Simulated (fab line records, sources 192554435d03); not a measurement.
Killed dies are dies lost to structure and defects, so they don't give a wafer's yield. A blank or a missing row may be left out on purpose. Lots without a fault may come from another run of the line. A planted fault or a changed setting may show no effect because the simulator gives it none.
Split-lot experiment | flow n5_finfet | 7 lots, 21 wafers read, on a route of 1938 steps

THE SPLIT
At N5_BEOL_M0_SAQP_SPACER1_ALD_98 (deposits SiO2, target thk 12.8 nm, pulse time 1 s, purge time 2 s), the setting ald_cycles was moved away from the recipe's 138 on 7 of the 21 wafers read, by -15.9% to +10.9%. The other wafers ran this setting at the recipe's value.

FROM THE SPLIT TO THE READING: what the file shows between them, 2 steps
- N5_BEOL_M0_SAQP_SPACER1_ETCHBACK_99: etches SiO2 in CHF3/O2, target depth 15.4 nm, time 7.7 s
- N5_BEOL_M0_SAQP_MANDREL1_REMOVE_100: chemistry HBr/Cl2/O2, target a-Si, stops on SiNx, bt time 10 s

THE READING
cd_nm, in nm, at N5_BEOL_M0_SAQP_CD_MEAS_25 (target cd 13.1 nm). Fault-free wafers of this fab line usually give 12.86 nm, standard deviation 0.23 nm.

wafer  | tool, chamber at the split | ald_cycles as run | against the recipe | cd_nm, nm | against lot-mates on the recipe
L075.1 | ald_sin-03, 0,1,2          | 138               | recipe             | 12.70     | -
L075.2 | ald_sin-03, 0,1,2          | 138               | recipe             | 13.06     | -
L075.4 | ald_sin-03, 0,1,2          | 138               | recipe             | 12.88     | -
L078.2 | ald_sin-04, 3,1            | 138               | recipe             | 12.72     | -
L078.5 | ald_sin-04, 0              | 120               | -13.0%             | 10.95     | -1.82
L078.6 | ald_sin-04, 3,1            | 138               | recipe             | 12.81     | -
L079.1 | ald_sin-03, 1              | 125               | -9.4%              | 11.67     | -1.46
L079.3 | ald_sin-03, 2,0            | 138               | recipe             | 13.12     | -
L079.4 | ald_sin-03, 2,0            | 138               | recipe             | 13.13     | -
L080.2 | ald_sin-03, 2,1            | 153               | +10.9%             | 14.22     | +1.28
L080.3 | ald_sin-03, 1              | 138               | recipe             | 12.94     | -
L080.5 | ald_sin-03, 2,1            | 153               | +10.9%             | 14.24     | +1.30
L082.3 | ald_sin-04, 1,3,0          | 138               | recipe             | 12.83     | -
L082.4 | ald_sin-04, 1,3,0          | 138               | recipe             | 12.87     | -
L082.5 | ald_sin-04, 1,3,0          | 138               | recipe             | 13.01     | -
L088.1 | ald_sin-01, 3              | 138               | recipe             | 13.29     | -
L088.5 | ald_sin-01, 2,3            | 116               | -15.9%             | 11.04     | -2.25
L088.6 | ald_sin-01, 2,3            | 116               | -15.9%             | 10.88     | -2.41
L089.1 | ald_sin-03, 0              | 138               | recipe             | 12.96     | -
L089.4 | ald_sin-03, 1              | 145               | +5.1%              | 13.40     | +0.51
L089.6 | ald_sin-03, 0              | 138               | recipe             | 12.83     | -
Where a row lists several chambers, the file gives one row for several wafers and doesn't say which wafer went through which chamber.

THE FIT
A straight line over all 21 wafers: cd_nm changes by +0.127 nm for each +1% of ald_cycles; r = +0.98; the points scatter about the line by 0.17 nm.
The same after taking each lot's own level away (the mean of its wafers on the recipe; 21 wafers): +0.137 nm for each +1%; r = +0.99; scatter 0.11 nm.
On that fit, the largest move of ald_cycles shifts the reading by 2.2 nm.
The lots' own levels span 12.765 to 13.290 nm, that is 2.3 times the standard deviation above.
So the lot-to-lot level changes the slope little: the two slopes agree.
Check: with one of the wafers moved furthest among these (-15.9%) left out of the fit, the line predicts -2.23 nm for it against its lot-mates. It came out at -2.25 nm against them.

OTHER SPLITS ON THESE WAFERS
These wafers also went through other splits before the reading. Each is held against what the fit with the lots' levels taken away leaves over:
other split on the same wafers        | wafers away from the commonest value | r with cd_nm (lot level and that fit taken away)
N5_MOL_CONTACT_COAG_EXPOSE_81 dose_mj | 8                                    | +0.32

THE WHOLE CHAIN: every reading that the file lists as answering this split, in the file's order
step                                | what it does                                                      | reading                                                                                     | change (the file's fit)               | r (the file's)
N5_BEOL_M0_SAQP_SPACER1_ALD_98      | deposits SiO2, target thk 12.8 nm, pulse time 1 s, purge time 2 s | SiO2_of_BEOL_M0_SAQP_SPACER1_ALD_98.thk_nm (the simulator's own value, which no gauge read) | +0.125 nm for each +1% of the setting | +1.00
N5_BEOL_M0_SAQP_MANDREL1_REMOVE_100 | chemistry HBr/Cl2/O2, target a-Si, stops on SiNx, bt time 10 s    | SiO2_of_BEOL_M0_SAQP_SPACER1_ALD_98.thk_nm (the simulator's own value, which no gauge read) | +0.132 nm for each +1% of the setting | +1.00
N5_BEOL_M0_SAQP_MANDREL1_REMOVE_100 | chemistry HBr/Cl2/O2, target a-Si, stops on SiNx, bt time 10 s    | BEOL_M0_SAQP.cd_nm (the simulator's own value, which no gauge read)                         | +0.126 nm for each +1% of the setting | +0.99
N5_BEOL_M0_SAQP_CD_MEAS_25          | target cd 13.1 nm                                                 | cd_nm                                                                                       | +0.138 nm for each +1% of the setting | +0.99

THE FILE'S OWN FIT
cd_nm changes by +0.138 nm for each +1% of ald_cycles, r = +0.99.
